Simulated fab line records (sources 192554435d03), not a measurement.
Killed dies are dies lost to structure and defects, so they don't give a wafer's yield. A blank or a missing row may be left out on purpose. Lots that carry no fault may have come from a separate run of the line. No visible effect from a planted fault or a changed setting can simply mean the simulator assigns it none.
Matching of chambers || flow n5Finfet || rieSi-02 running N5_FIN_SAQP_MANDREL1_REMOVE_56: 4 sister chambers
The step chemistry HBr/Cl2/O2, target a-Si, stops on SiNx, bt time 10 s. 8 wafers are shown with their chamber, then 10 later ones without.

## EACH WAFER AND ITS CHAMBER
{"wafer": "L084.6", "chamber": 3, "oesProductAu (a.u.)": 1.042, "HBr_flow_sccm (sccm)": 149.8}
{"wafer": "L086.5", "chamber": 1, "oesProductAu (a.u.)": 0.984, "HBr_flow_sccm (sccm)": 149.9}
{"wafer": "L089.6", "chamber": 2, "oesProductAu (a.u.)": 0.999, "HBr_flow_sccm (sccm)": 150.0}
{"wafer": "L090.1", "chamber": 0, "oesProductAu (a.u.)": 1.011, "HBr_flow_sccm (sccm)": 149.9}
{"wafer": "L090.2", "chamber": 2, "oesProductAu (a.u.)": 1.000, "HBr_flow_sccm (sccm)": 149.9}
{"wafer": "L090.4", "chamber": 3, "oesProductAu (a.u.)": 1.030, "HBr_flow_sccm (sccm)": 150.5}
{"wafer": "L091.4", "chamber": 1, "oesProductAu (a.u.)": 0.990, "HBr_flow_sccm (sccm)": 149.9}
{"wafer": "L091.5", "chamber": 0, "oesProductAu (a.u.)": 1.010, "HBr_flow_sccm (sccm)": 150.1}

## WAFERS WITHOUT THEIR CHAMBER
{"wafer": "L091.6", "oesProductAu (a.u.)": 1.030, "HBr_flow_sccm (sccm)": 149.7}
{"wafer": "L092.1", "oesProductAu (a.u.)": 1.032, "HBr_flow_sccm (sccm)": 150.2}
{"wafer": "L092.3", "oesProductAu (a.u.)": 0.978, "HBr_flow_sccm (sccm)": 150.1}
{"wafer": "L092.4", "oesProductAu (a.u.)": 1.000, "HBr_flow_sccm (sccm)": 150.3}
{"wafer": "L094.1", "oesProductAu (a.u.)": 1.000, "HBr_flow_sccm (sccm)": 150.0}
{"wafer": "L094.3", "oesProductAu (a.u.)": 0.981, "HBr_flow_sccm (sccm)": 150.1}
{"wafer": "L094.5", "oesProductAu (a.u.)": 1.006, "HBr_flow_sccm (sccm)": 149.4}
{"wafer": "L095.4", "oesProductAu (a.u.)": 1.000, "HBr_flow_sccm (sccm)": 150.0}
{"wafer": "L095.5", "oesProductAu (a.u.)": 1.019, "HBr_flow_sccm (sccm)": 149.9}
{"wafer": "L095.6", "oesProductAu (a.u.)": 1.038, "HBr_flow_sccm (sccm)": 149.9}

## THE CHAMBER EACH PASSED THROUGH
{"wafer": "L091.6", "from the rows above": 3, "in truth": 3}
{"wafer": "L092.1", "from the rows above": 3, "in truth": 3}
{"wafer": "L092.3", "from the rows above": 1, "in truth": 1}
{"wafer": "L092.4", "from the rows above": "can't be placed: 2 or 0 or 1", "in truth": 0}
{"wafer": "L094.1", "from the rows above": "can't be placed: 2 or 0", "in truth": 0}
{"wafer": "L094.3", "from the rows above": 1, "in truth": 1}
{"wafer": "L094.5", "from the rows above": "can't be placed: 0 or 2 or 1", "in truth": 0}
{"wafer": "L095.4", "from the rows above": "can't be placed: 2 or 0", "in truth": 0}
{"wafer": "L095.5", "from the rows above": "can't be placed: 0 or 3", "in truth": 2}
{"wafer": "L095.6", "from the rows above": 3, "in truth": 3}
Correctly placed: 5 of 10. Cannot be placed on the basis of these rows: 5; the candidates contain the true chamber in 4. Number placed wrongly: 0.
How it was worked out, from the rows above alone: a wafer's distance from a chamber is the root of the sum, over the readings, of the square of ((its reading less the chamber's mean) divided by the reading's scatter). The wafer belongs to the nearest chamber; if the next one is less than 2 further off, it can't be placed. Each chamber's mean is taken over the wafers shown for it. The scatter: the root of (the sum of the squares of (reading less its chamber's mean) over the shown wafers, divided by (wafers less chambers)).
